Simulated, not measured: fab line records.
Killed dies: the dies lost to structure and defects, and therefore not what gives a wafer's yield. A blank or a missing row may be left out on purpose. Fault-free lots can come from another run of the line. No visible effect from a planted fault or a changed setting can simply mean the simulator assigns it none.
Chamber matching	flow nand_harc	rie_diel-06 running NHARC_P_M1_DESCUM_14: 4 sister chambers
The step chemistry O2, time 3 s. 4 wafers are shown with their chamber, then 7 later ones without.

## WAFERS, EACH WITH ITS CHAMBER
wafer	chamber	drypump_motor_current_A (A)
L083.1	0	5.8
L089.1	3	6.0
L090.1	1	6.2
L090.3	2	5.4

## WAFERS WHOSE CHAMBER IS MISSING
wafer	drypump_motor_current_A (A)
L090.6	6.1
L093.2	6.2
L093.3	5.8
L093.4	6.0
L096.1	5.8
L096.2	6.0
L096.6	6.0

## CHAMBER TAKEN BY EACH
wafer	from the rows above	in truth
L090.6	can't be placed: 3 or 1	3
L093.2	1	1
L093.3	0	0
L093.4	3	3
L096.1	0	0
L096.2	3	3
L096.6	3	3
Correct placement for 6 of the 7. Unplaceable from these rows: 1, with the true chamber sitting among the candidates in 1. Placed wrongly: 0.
How it was worked out, from the rows above alone: a wafer's distance from a chamber is the root of the sum, over the readings, of the square of ((its reading less the chamber's mean) divided by the reading's scatter). The wafer belongs to the nearest chamber; if the next one is less than 2 further off, it can't be placed. For every chamber, the mean is computed from those of its wafers that are shown. The scatter: root of mean squared gap, hidden wafer to nearest shown wafer, with one shown wafer a chamber.
